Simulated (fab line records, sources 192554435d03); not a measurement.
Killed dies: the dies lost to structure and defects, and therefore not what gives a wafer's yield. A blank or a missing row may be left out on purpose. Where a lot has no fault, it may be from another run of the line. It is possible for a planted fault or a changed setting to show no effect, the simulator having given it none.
One fault through the eyes of 2 desks -- flow n5_finfet -- each desk has only its own numbers; what lay behind them comes last

METROLOGY DESK
Lot by lot, what the gauges showed, no matter which tool ran the lot: averages of those sampled wafers that carry a number. Marked OUT: a lot whose mean sits more than 4 standard deviations from the usual mean, which makes it out of limits; the brackets give that distance.
Columns: A = HK_THK at N5_HKMG_FIN_THK_MEAS_70, usual 1.624 nm
lot,first seen here,A
L743,day 4 02:33,1.637
L744,day 4 12:49,1.630
L745,day 4 14:50,1.640
L746,day 5 01:23,1.625
L747,day 5 02:22,1.610
L748,day 5 09:59,1.619
L749,day 5 13:44,1.640
L752,day 6 09:26,1.631
L759,day 8 00:41,1.632
L760,day 8 08:02,1.614
L763,day 9 02:04,1.609
L764,day 9 08:40,1.602
This desk's verdict: no lot among the 12 shows anything out of limits.

TOOL OWNER'S DESK, ald_metal-02
The tool's own readings at N5_HKMG_FIN_ALD_91 (deposits TiN, target thk 1 nm, pulse time 1 s, purge time 3 s): means of the sampled wafers that have a number, for each lot that ran on this tool. Marked OUT: a lot whose mean sits more than 4 standard deviations from the usual mean, which makes it out of limits; the brackets give that distance.
Columns: A = heater_power_w at N5_HKMG_FIN_ALD_91, usual 912 W; B = precursor_pulse_height_rel at N5_HKMG_FIN_ALD_91, usual 1.000
lot,first seen here,A,B
L743,day 4 04:29,854,0.996
L745,day 4 17:03,834,0.995
L746,day 5 03:20,922,0.996
L747,day 5 04:22,862,1.004
L749,day 5 15:34,863,0.992
L752,day 6 11:23,874,0.987
This desk's verdict: no lot among the 6 shows anything out of limits.

BROUGHT TOGETHER
Metrology desk: nothing out of limits seen.
Nothing out of limits was seen by the tool owner's desk.

WHAT WAS PUT IN BY THE SIMULATOR
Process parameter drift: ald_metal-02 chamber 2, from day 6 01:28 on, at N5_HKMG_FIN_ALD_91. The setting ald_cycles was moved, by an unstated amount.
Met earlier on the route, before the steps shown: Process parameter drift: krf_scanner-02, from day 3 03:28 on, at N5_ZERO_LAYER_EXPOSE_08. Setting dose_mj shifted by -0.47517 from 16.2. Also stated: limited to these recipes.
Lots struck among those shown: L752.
